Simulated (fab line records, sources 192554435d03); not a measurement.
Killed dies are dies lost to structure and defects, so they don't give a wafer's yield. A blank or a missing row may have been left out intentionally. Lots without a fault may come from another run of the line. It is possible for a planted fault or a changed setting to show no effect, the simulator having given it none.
fab line records | flow n5-finfet
[record] lots = 4 | wafers = 12 | last-day = 17
route steps=1938 shown BEOL_M10@1511 BEOL_M11@1536 PASSIVATION@1936
lots untouched by any fault: they come from a run of this same line in which no faults occurred
start-h: start of the lot's first displayed wafer, in hours after the record's first day | wait-h: hours since the lot's step before | " same as the row above | L1.1+2: a row that stands for several wafers | - value missing, or start not given | * or withheld: withheld | < > ~ a bound
route shown NAME@n: a module of which the file shows steps, and the number in the route of the first | usual: mean/standard deviation of fault-free wafers | same: alike in all rows | chamber/n: place in a boat | sites: per-site readings | _std_site: how widely they spread, as a standard deviation | _edge_site: inner sites' mean taken away from outer sites' mean | radius-mm: how far each site lies from the wafer's centre | mask NAME#n: copy n | behind: the most recent tool/chamber to have shaped the wafer | hold: why the lot was held/for how many hours/how that ended | device: the n, p or np transistor that did not switch | end of line: the same wafers' tests at the end of the route | a step given without rows: its recipe and nothing more | killed: the dies lost at the first sort to structure and to defects; this is not the yield of the wafer | map: the dies of a wafer, with x for killed, . for not killed, _ for no die there
set.NAME: the setting the step ran with; set.NAME@STEP: the setting that earlier step ran with | model.NAME: the simulator's own value behind a step, which no gauge read
lots at selected steps of the route; one table per step, one row per wafer
[[steps]]
[step N5_BEOL_M10_STRIP_36]
[recipe] chemistry = N2/H2 | power-w = 450 | temp-c = 40 | pressure-mtorr = 20 | rf-frequency-hz = 6e+07 | overash-fraction = 0.3 | bias-power-w = 7 | h2-frac = 0.5 | n2-flow-sccm = 200 | h2-flow-sccm = 200
[step N5_BEOL_M10_TRENCH_ETCH_37]
[recipe] chemistry = C4F6/O2 | target-depth-a = 1488.3 | target = SiCOH_lowk | time-s = 48 | ion-energy-ev = 250 | pressure-mtorr = 30 | source-w = 345 | bias-w = 185 | Ar_flow_sccm = 300 | C4F6_flow_sccm = 10 | O2_flow_sccm = 10
[step N5_BEOL_M10_ETCH_41]
[recipe] chemistry = CH3F/O2 | target = SiCN | target-depth-a = 426 | taper-deg = 2 | time-s = 86 | ion-energy-ev = 120 | mask-material = TiN | pressure-mtorr = 30 | source-w = 395 | bias-w = 75 | Ar_flow_sccm = 150 | CH3F_flow_sccm = 30 | O2_flow_sccm = 20
[step N5_BEOL_M10_STRIP_77]
[recipe] chemistry = N2/H2 | time-s = 10 | power-w = 450 | temp-c = 40 | pressure-mtorr = 20 | rf-frequency-hz = 6e+07 | bias-power-w = 7 | n2-flow-sccm = 200 | h2-flow-sccm = 200
[step N5_BEOL_M10_HM_STRIP_39]
[recipe] chemistry = peroxide-tin-strip | material = TiN | target-depth-a = 250 | temp-c = 50 | time-s = 158
[step N5_BEOL_M10_SRD_40]
[recipe] time-s = 30 | temp-c = 23 | rinse-liquid = diw | dry = ipa-marangoni
[step N5_BEOL_M10_PRECLEAN_42]
[recipe] chemistry = residue-remover | time-s = 60 | temp-c = 40
[step N5_BEOL_M10_SRD_43]
[recipe] time-s = 30 | temp-c = 23 | rinse-liquid = diw | dry = ipa-marangoni
[step N5_BEOL_M10_CURE_72]
[recipe] temp-c = 370 | time-s = 120 | ambient = DMADMS/He | material = SiCOH_lowk
[step N5_BEOL_M10_DEGAS_44]
[recipe] ambient = vacuum | temp-c = 250 | time-s = 60
[step N5_BEOL_M10_PRE_CLEAN_45]
[recipe] gas = H2/He | time-s = 30 | temp-c = 250
[usual] heater-power-w = 329/31
lot.wafer | tool           | chamber | start-h | wait-h | heater-power-w
L996.1    | pvd-sputter-01 | -       | 293.59  | 0.0    | 325
L996.5    | "              | -       | "       | "      | 301
L996.6    | "              | -       | "       | "      | 405
L999.1    | pvd-sputter-03 | -       | 305.20  | 0.0    | 310
L999.4    | "              | -       | "       | "      | 318
L999.5    | "              | -       | "       | "      | 356
L105.3    | pvd-sputter-03 | -       | 334.66  | 0.0    | 308
L105.4    | "              | -       | "       | "      | 355
L105.5    | "              | -       | "       | "      | 309
L103.1    | pvd-sputter-03 | -       | 339.02  | 0.0    | 354
L103.3    | "              | -       | "       | "      | 317
L103.6    | "              | -       | "       | "      | 352
[step N5_BEOL_M10_ALD_74]
[recipe] material = TaN | target-thk-a = 20 | temp-c = 275 | ald-precursor-family = PDMAT | ald-co-reactant = NH3 | pressure-torr = 3 | carrier-flow-sccm = 1500 | pulse-time-s = 2 | purge-time-s = 3 | co-reactant-purge-time-s = 2 | co-reactant-pulse-time-s = 3 | ald-cycles = 40 | precursor-vessel-temp-c = 75 | precursor-vessel-pressure-torr = 26.25 | precursor-vessel-carrier-sccm = 1000
[step N5_BEOL_M10_SURFACE_TREAT_76]
[recipe] gas = Ar | time-s = * | ion-energy-ev = * | ion-current-ma-cm2 = 0.5 | pressure-mtorr = * | ar-flow-sccm = 30
[step N5_BEOL_M10_CVD_75]
[recipe] material = Co | target-thk-a = 20 | temp-c = withheld | precursor = CCTBA/H2 | pressure-torr = 30 | time-s = 138.9
[step N5_BEOL_M10_SPUTTER_48]
[recipe] material = Cu | target-thk-a = 120 | temp-c = -20 | bias-v = 60 | power-w = 26000 | chamber-pressure-pa = 0.13 | time-s = 2
[step N5_BEOL_M10_ECD_50]
[recipe] material = Cu | target-thk-a = 3180
[step N5_BEOL_M10_ANNEAL_51]
[recipe] temp-c = 225 | time-s = 90 | ambient = N2
[step N5_BEOL_M10_CMP_52]
[recipe] stop-on = SiCOH_lowk | t-overpolish-s = 7 | down-force-psi = 1 | platen-rpm = 50 | clearing-platen-down-force-psi = 1.5 | clearing-platen-rpm = 50 | post-cmp-clean = cu-alkaline | target-thk-nm = 140 | clearing-platen-pad-velocity-m-s = 0.99484 | pad-velocity-m-s = 0.99484
[step N5_BEOL_M10_PRE_CLEAN_55]
[recipe] gas = NH3 | time-s = 15 | temp-c = withheld | rf-power-w = 300
[step N5_BEOL_M10_DEP_56]
[recipe] material = SiCN | target-thk-a = 150 | temp-c = withheld | precursor = 3MS/NH3 | pressure-torr = 3 | rf-w = 202 | time-s = 26.5
[step N5_BEOL_M11_ILD_DEP_00]
[recipe] material = SiCOH_lowk | target-thk-a = 3085.1 | temp-c = 300 | precursor = DEMS/porogen | pressure-torr = 5 | rf-w = 500 | time-s = 58
[step N5_BEOL_M11_CURE_71]
[recipe] temp-c = 385 | time-s = 240 | ambient = He/Ar | material = SiCOH_lowk
[step N5_BEOL_M11_PECVD_70]
[recipe] material = SiO2 | target-thk-a = 200 | temp-c = 400 | precursor = TEOS/O2 | pressure-torr = 5.5 | rf-w = 450 | teos-flow-sccm = 53.8 | gas = O2 | flow-sccm = 3000 | time-s = 22.7
[step N5_BEOL_M11_HM_DEP_02]
[recipe] material = TiN | target-thk-a = 200 | temp-c = 25 | chamber-pressure-pa = 0.49996
[step N5_BEOL_M11_COAT_59]
[recipe] resist = SOC | temp-c = 250 | time-s = 60 | spin-rpm = 1500 | resist-thk-nm = 100
[step N5_BEOL_M11_COAT_60]
[recipe] resist = SiARC | temp-c = 220 | time-s = 60 | spin-rpm = 1500 | resist-thk-nm = 30
[step N5_BEOL_M11_COAT_05]
[recipe] resist = CAR-ArF | spin-rpm = 1500 | resist-thk-nm = 90
[step N5_BEOL_M11_EBR_07]
[recipe] solvent = PGMEA | ebr-width-mm = 1.5
[step N5_BEOL_M11_SOFTBAKE_06]
[recipe] temp-c = 110 | time-s = 60 | resist = CAR-ArF
[step N5_BEOL_M11_EXPOSE_08]
[recipe] mask-id = M11 | na = 1.35 | source-shape = dipole | sigma-inner = 0.411 | sigma-outer = 0.611 | polarization = te | dose-mj = 53.75
[step N5_BEOL_M11_PEB_09]
[recipe] peb-temp-c = withheld | peb-time-s = 60 | resist = CAR-ArF
[step N5_BEOL_M11_DEVELOP_10]
[recipe] develop-time-s = 30 | developer = TMAH | resist = CAR-ArF | rinse-liquid = diw | dry = air-spin | dev-temp-c = 23
[step N5_BEOL_M11_DESCUM_16]
[recipe] chemistry = O2 | time-s = 7.9 | source-power-w = 50 | bias-power-w = 20 | pressure-mtorr = 20 | rf-frequency-hz = 2.712e+07 | temp-c = 40 | resist = CAR-ArF | o2-flow-sccm = 225
[step N5_PASSIVATION_PROBE_49]
[usual] defect-limited-yield = 91.6/1.4 | killed_at_M0_to_M3 = 32/9.5 | killed_at_M4_up = 13/6 | killed-at-contacts = 12/5.6 | killed-at-front-end = 39/11 | killed-at-other = 2.8/2.3 | killed-dies = 99/16 | killed-open = 65/12 | killed-short = 32/7.6 | sort_bin_4_leakage = 0.1/0.88 | sort_bin_5_function = 4.8/0.88 | sort_bin_6_memory = 3.2/0.65 | sort-n-pass = 1077/29 | sort-yield-pct = 91.2/2.5
[same] gross-dies = 1180 | killed-at-back-side = 0 | sort_bin_8_speed[%] = 0
lot.wafer | tool      | chamber | start-h | wait-h | defect-limited-yield[%] | killed_at_M0_to_M3 | killed_at_M4_up | killed-at-contacts | killed-at-front-end | killed-at-other | killed-dies | killed-open | killed-short | sort_bin_4_leakage[%] | sort_bin_5_function[%] | sort_bin_6_memory[%] | sort-n-pass | sort-yield-pct[%]
L996.1    | prober-02 | -       | 343.49  | 0.0    | 89.7                    | 39                 | 8               | 10                 | 61                  | 3               | 121         | 88          | 33           | 0                     | 5.5                    | 4.6                  | 1059        | 89.7
L996.5    | prober-02 | -       | 343.69  | 0.2    | 91.6                    | 29                 | 10              | 2                  | 55                  | 3               | 99          | 70          | 29           | 0                     | 5.2                    | 3.0                  | 1081        | 91.6
L996.6    | prober-02 | -       | 343.74  | 0.3    | 92.0                    | 30                 | 8               | 3                  | 49                  | 4               | 94          | 66          | 28           | 0                     | 4.4                    | 3.4                  | 1086        | 92.0
L999.1    | prober-02 | -       | 359.60  | 0.0    | 92.4                    | 24                 | 9               | 10                 | 41                  | 6               | 90          | 52          | 28           | 0.1                   | 3.6                    | 3.1                  | 1089        | 92.3
L999.4    | prober-02 | -       | 359.75  | 0.2    | 90.8                    | 31                 | 22              | 15                 | 35                  | 5               | 108         | 72          | 32           | 0                     | 5.3                    | 3.3                  | 1072        | 90.8
L999.5    | prober-02 | -       | 359.80  | 0.2    | 90.2                    | 31                 | 19              | 14                 | 47                  | 5               | 116         | 84          | 31           | 0                     | 5.3                    | 4.0                  | 1064        | 90.2
L105.3    | prober-02 | -       | 391.42  | 0.1    | 86.9                    | 28                 | 78              | 10                 | 35                  | 4               | 155         | 67          | 34           | 0                     | 8.1                    | 3.6                  | 1025        | 86.9
L105.4    | prober-02 | -       | 391.47  | 0.2    | 83.6                    | 18                 | 120             | 15                 | 33                  | 8               | 194         | 65          | 28           | 0                     | 11.0                   | 3.9                  | 986         | 83.6
L105.5    | prober-02 | -       | 391.52  | 0.2    | 86.9                    | 23                 | 81              | 7                  | 35                  | 8               | 154         | 58          | 29           | 0                     | 8.9                    | 3.1                  | 1026        | 86.9
L103.1    | prober-02 | -       | 397.30  | 0.6    | 84.0                    | 32                 | 114             | 11                 | 31                  | 1               | 189         | 48          | 26           | 0                     | 9.7                    | 4.6                  | 991         | 84.0
L103.3    | prober-02 | -       | 397.40  | 0.7    | 83.1                    | 43                 | 108             | 13                 | 35                  | 0               | 199         | 68          | 28           | 0                     | 9.8                    | 5.3                  | 981         | 83.1
L103.6    | prober-02 | -       | 397.55  | 0.9    | 83.7                    | 27                 | 112             | 8                  | 44                  | 1               | 192         | 49          | 33           | 0                     | 10.3                   | 3.1                  | 988         | 83.7
// killed by level:class
L996.1 STI_FIN_REVEAL:geometric-particle:open=23 FIN_SAQP:geometric-particle:open=16 BEOL_M2:geometric-particle:open=10 BEOL_M1:geometric-particle:open=9 MOL_CONTACT_COAG:geometric-particle:open=8 BEOL_M0_SAQP:geometric-particle:short=8 FIN_SAQP:geometric-particle:short=6 STI_FIN_REVEAL:geometric-particle:short=5
L996.5 FIN_SAQP:geometric-particle:open=17 STI_FIN_REVEAL:geometric-particle:open=13 BEOL_M1:geometric-particle:open=13 FIN_SAQP:geometric-particle:short=7 BEOL_M4:geometric-particle:open=6 BEOL_M0_SAQP:geometric-particle:short=4 BEOL_M3:geometric-particle:open=4 STI_FIN_REVEAL:geometric-particle:short=3
L996.6 FIN_SAQP:geometric-particle:open=15 DUMMY_GATE:geometric-particle:open=9 BEOL_M1:geometric-particle:open=8 BEOL_M2:geometric-particle:open=8 FIN_SAQP:geometric-particle:short=5 STI_FIN_REVEAL:geometric-particle:open=5 BEOL_M0_SAQP:geometric-particle:open=5 ILD0:geometric-particle:short=4
L999.1 MOL_CONTACT_COAG:geometric-particle:open=9 FIN_SAQP:geometric-particle:short=7 HKMG_FIN:area-etch=7 FIN_SAQP:geometric-particle:open=5 BEOL_M2:geometric-particle:open=5 BEOL_M3:geometric-particle:open=5 STI_FIN_REVEAL:geometric-particle:short=4 DUMMY_GATE:geometric-particle:open=4
L999.4 MOL_CONTACT_COAG:geometric-particle:open=11 BEOL_M4:geometric-particle:open=10 STI_FIN_REVEAL:geometric-particle:open=8 BEOL_M2:geometric-particle:open=8 DUMMY_GATE:geometric-particle:open=7 BEOL_M0_SAQP:geometric-particle:short=7 FIN_SAQP:geometric-particle:short=5 MOL_CONTACT_COAG:geometric-particle:short=4
L999.5 STI_FIN_REVEAL:geometric-particle:open=15 MOL_CONTACT_COAG:geometric-particle:open=14 BEOL_M5:geometric-particle:open=9 GATE_CUT:geometric-particle:short=6 BEOL_M1:geometric-particle:open=6 BEOL_M2:geometric-particle:open=6 BEOL_M0_SAQP:geometric-particle:open=5 STI_FIN_REVEAL:geometric-particle:short=4
L105.3 BEOL_M10:unspecified=54 BEOL_M4:geometric-particle:open=11 STI_FIN_REVEAL:geometric-particle:open=11 MOL_CONTACT_COAG:geometric-particle:open=9 BEOL_M1:geometric-particle:open=8 DUMMY_GATE:geometric-particle:open=6 BEOL_M4:geometric-particle:short=6 GATE_CUT:geometric-particle:short=5
L105.4 BEOL_M10:unspecified=100 MOL_CONTACT_COAG:geometric-particle:open=13 BEOL_M4:geometric-particle:open=8 STI_FIN_REVEAL:geometric-particle:open=7 FIN_SAQP:geometric-particle:open=6 BEOL_M1:geometric-particle:open=4 BEOL_M2:geometric-particle:open=4 BEOL_M4:geometric-particle:short=4
L105.5 BEOL_M10:unspecified=66 STI_FIN_REVEAL:geometric-particle:open=16 BEOL_M4:geometric-particle:open=8 BEOL_M0_SAQP:geometric-particle:short=7 BEOL_M3:geometric-particle:open=7 MOL_CONTACT_COAG:geometric-particle:open=6 BEOL_M1:geometric-particle:short=4 FIN_SAQP:geometric-particle:short=3
L103.1 BEOL_M10:unspecified=112 BEOL_M2:geometric-particle:open=10 MOL_CONTACT_COAG:geometric-particle:open=8 GATE_CUT:geometric-particle:short=6 BEOL_M0_SAQP:geometric-particle:open=6 BEOL_M1:geometric-particle:open=6 FIN_SAQP:geometric-particle:short=5 DUMMY_GATE:geometric-particle:open=5
L103.3 BEOL_M10:unspecified=97 BEOL_M0_SAQP:geometric-particle:open=12 MOL_CONTACT_COAG:geometric-particle:open=11 BEOL_M2:geometric-particle:open=9 FIN_SAQP:geometric-particle:short=7 BEOL_M0_SAQP:geometric-particle:short=7 BEOL_M1:geometric-particle:open=7 FIN_SAQP:geometric-particle:open=5
L103.6 BEOL_M10:unspecified=101 FIN_SAQP:geometric-particle:open=11 BEOL_M2:geometric-particle:open=9 FIN_SAQP:geometric-particle:short=8 STI_FIN_REVEAL:geometric-particle:open=6 BEOL_M0_SAQP:geometric-particle:short=6 HKMG_FIN:area-etch=6 MOL_CONTACT_COAG:geometric-particle:open=5
// map L103.3 (x killed, . not)
_________________............________________
______________...x.............._____________
___________.......x........x.......__________
__________...........x...x.........._________
________......x....x...x........xx.x.._______
_______..x..................x..........______
______.........x.x.........x....x......._____
_____.......x................x..........x____
____..xx........xx..xxx...................___
___....................x...................__
___...........x.....................x......__
__...x.x.x.............x.......x........x..._
__...xx.........x..........................._
_...x..................x.....................
_..xxx......x........................x.....x.
_........x......x................x...........
_..............x........x....x...........x...
_..x........x.........x..x................x..
_.....x.........x................x....x......
_...x..x..xx..x.xxx...x......................
_..........xx..xxxxx.x.x.x..........x......x.
__....x.x.xxx.xxxx.x........x.......x......._
__.....x.xxxxxxxxxx.x...x...........x..xx..x_
___.....xxxxxxxxxxxxx....x.................__
___.....xxxxxxxxxxxx.x.x....x..............__
____.x.xxx.xxxxxxxxx.xx.x.x........x......___
_____.....xxxxxxxxxx.xx.....x..........x.____
______....xxx.x.x...........x..x.......x_____
_______...x.xx.xxxx......x........x....______
________....x......x.................._______
__________.....x......x............._________
___________........x...............__________
______________...............x.._____________
_________________....x.x.....________________
// map L105.4 (x killed, . not)
_________________..........x.________________
______________..............x..._____________
___________.........x..xx.xx.......__________
__________.x...x...............xx..._________
________.............................._______
_______...x..................x....x...x______
______x..........x....x.....x....x.x.x.._____
_____.........x..........................____
____......x....x..x...x......x............___
___...x..............x.x..............x....__
___.....x........xx................x.x.....__
__.........x..........................x....._
__x...x............x...x.......x.....x......_
_x.....x..........x..........................
_.....x..........x....................x......
_....xxxxx.x.x.........x..x..................
_...xxxxxxxx.x..............x....x....x....x.
_...xxxxxxxxxxx............................x.
_...xxxxxxxxxxx..x........x.............x....
_..xxxxxxxxxx.xx...x.....x........x..........
_..xxxx.xxxxxxx......x....x..................
__xxxxxxxxxx.xx...x...........x............._
__.x.xxxxxxxxxx...x.x.xx..............x....._
___.x.xxxxxx.....xx...............x........__
___..xxxxx.x..x........x..............x....__
____..x......x...............x.........x..___
_____..x..........x.......x..............____
______..x.......x.....x........x........_____
_______..x.........................x...______
________.............................._______
__________...............x.........x_________
___________.....................x..__________
______________..............x..._____________
_________________...........x________________
[[key]]
[first-sign] step = N5_PASSIVATION_PROBE_49 | reading = killed_at_M4_up | direction = up | sigmas = 15 | usual = 13 | struck = 102
[effect] step = N5_PASSIVATION_PROBE_49 | reading = defect-limited-yield | direction = down | sigmas = 5 | usual = 91.6 | struck = 84.7
[more-kills-born-at] N5_BEOL_M10_PRE_CLEAN_45@pvd-sputter-03 = 530
met-at N5_BEOL_M10_PRE_CLEAN_45
struck-wafers L103.1,L103.3,L103.6,L105.3,L105.4,L105.5
onset-between 305.20 334.66
also-fits time
[earlier-fault] kind = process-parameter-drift | tool = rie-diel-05 | chamber = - | onset-h = 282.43 | steps = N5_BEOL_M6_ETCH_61 | channel = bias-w | offset = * | shape = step | acts-in = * | stated = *
[fault] kind = chamber-particle-source | tool = pvd-sputter-03 | chamber = - | onset-h = 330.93 | steps = N5_BEOL_M10_PRE_CLEAN_45 | rate-per-visit-cm2 = 0.45477
